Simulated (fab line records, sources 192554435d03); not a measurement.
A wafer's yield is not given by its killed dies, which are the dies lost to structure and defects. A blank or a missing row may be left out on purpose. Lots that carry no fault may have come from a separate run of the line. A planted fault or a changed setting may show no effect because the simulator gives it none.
Struck lot and sound lot, side by side    flow n5-finfet    18 steps out of a route of 1938
Sound: the wafers L572.1, L572.2, L572.5. Wafers L585.1, L585.2, L585.6 were the ones struck. The cause is named last.
For every step that has rows: the tool of each side, followed by ch and its chambers, followed by its first start. Under that, the readings that differ: sound wafers    struck wafers    difference of the means    sigmas: that difference in standard deviations of wafers without a fault.
alike: words and numbers the same on both sides, and readings whose means are apart by under 2 such deviations; not compared: readings that were withheld, readings missing a value for some wafer, numbers with overlapping values and no deviation given by the record, and bounds like >300 which may hide the same value.
The two part at a step that has a row with sigmas, a row that says differs or no value, or rows on one side only. Non-overlapping numbers with no deviation appear without sigmas and do not part them. A reading that every wafer of one side lacks parts them only if that side has two wafers or more.

N5_BEOL_M11_ETCH_61: etches SiARC in CF4, target depth 39 nm, time 65 s.
  sound on rie-diel-01 ch 0,1,2, day 10 22:01; struck on rie-diel-03 ch 0,1, day 14 00:47
  alike: cf4-flow-sccm, drypump-motor-current-A, etch-rf-on-time-s, oes-product-au, rf-vpp-V, showerhead-plenum-p-Torr, throttle-valve-pct
  not compared: rf-hours-counter-h
N5_BEOL_M11_ETCH_62: etches SOC in N2/H2, target depth 110 nm, overetch 22 nm, time 165 s.
  sound on rie-diel-01 ch 0,1,2, day 10 22:04; struck on rie-diel-03 ch 0,1, day 14 00:50
  alike: drypump-motor-current-A, oes-product-au, rf-vpp-V, showerhead-plenum-p-Torr, throttle-valve-pct
  not compared: rf-hours-counter-h
then, 1 step without rows for these wafers: N5_BEOL_M11_STRIP_68 (strips in N2/H2).
N5_BEOL_M11_STRIP_67: strips in CF4.
  sound on rie-diel-01 ch 0,1,2, day 10 22:12; struck on rie-diel-03 ch 0,1, day 14 00:59
  alike: cf4-flow-sccm, drypump-motor-current-A, oes-product-au, rf-vpp-V, showerhead-plenum-p-Torr, throttle-valve-pct
  not compared: rf-hours-counter-h
N5_BEOL_M11_HM_OPEN_17: chemistry Cl2/BCl3, target TiN, target depth 20 nm, overetch 6 nm.
  sound on rie-metal-02 ch 0,1, day 10 22:14; struck on rie-metal-02 ch 0,1, day 14 01:02
  alike: drypump-motor-current-A, oes_ar_750_au, oes-product-au, throttle-valve-pct
  not compared: rf-hours-counter-h
N5_BEOL_M11_STRIP_19: strips in O2.
  sound on rie-diel-06 ch 1,3, day 10 22:26; struck on rie-diel-06 ch 0,1,3, day 14 01:11
  alike: drypump-motor-current-A, oes-product-au, rf-vpp-V, showerhead-plenum-p-Torr, throttle-valve-pct
  not compared: rf-hours-counter-h
N5_BEOL_M11_CD_MEAS_18: pitch 140 nm, target cd 70 nm.
  sound: cd-sem-03 at day 10 22:31; struck: cd-sem-02 at day 14 01:16
  alike: cd-nm
then, 5 steps without rows for these wafers: N5_BEOL_M11_COAT_63 (time 60 s, resist thk 100 nm); N5_BEOL_M11_COAT_64 (time 60 s, resist thk 30 nm); N5_BEOL_M11_COAT_22 (resist thk 90 nm); N5_BEOL_M11_EBR_24; N5_BEOL_M11_SOFTBAKE_23 (time 60 s).
N5_BEOL_M11_EXPOSE_25: exposes mask V10.
  sound on arfi-scanner-01 ch 0, day 10 22:52; struck on arfi-scanner-02 ch 0, day 14 01:25
reading               sound              struck             difference  sigmas
exposure-dose-mJ-cm2  85.55 85.45 85.51  79.33 79.38 79.27  -6.18       -62
  alike: mask, focus-offset-nm
then, 2 steps without rows for these wafers: N5_BEOL_M11_PEB_26 (peb time 60 s); N5_BEOL_M11_DEVELOP_27 (develop time 30 s).
N5_BEOL_M11_CD_MEAS_28: the cd target is 70 nm.
  sound on cd-sem-02 ch 0, day 10 22:59; struck on cd-sem-01 ch 0, day 14 01:32
reading     sound           struck          difference  sigmas
cd-nm (nm)  68.6 67.9 70.1  64.1 65.0 64.3  -4.4        -5
N5_BEOL_M11_OVL_MEAS_29:
  sound on overlay-01 ch 0, day 10 23:01; struck on overlay-01 ch 0, day 14 01:34
  alike: V10_OVL
N5_PASSIVATION_PROBE_49:
  sound: prober-02 at day 12 16:20; struck: prober-02 at day 16 01:00
reading          sound    struck    difference  sigmas
killed_at_M4_up  5 11 17  21 23 23  +11         +2
  alike: defect-limited-yield, killed_at_M0_to_M3, killed-at-contacts, killed-at-front-end, killed-at-other, killed-dies, killed-open, killed-short, sort_bin_4_leakage, sort_bin_5_function, sort_bin_6_memory, sort_bin_8_speed, sort-n-pass, sort-yield-pct

WHERE THEY PART
Earliest at N5_BEOL_M11_EXPOSE_25; latest, in this record, at N5_PASSIVATION_PROBE_49.

WHY: the cause the simulator had injected
Process parameters drifting: arfi-scanner-02 at N5_BEOL_M11_EXPOSE_25, beginning at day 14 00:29. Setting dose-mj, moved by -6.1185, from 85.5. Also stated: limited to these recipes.
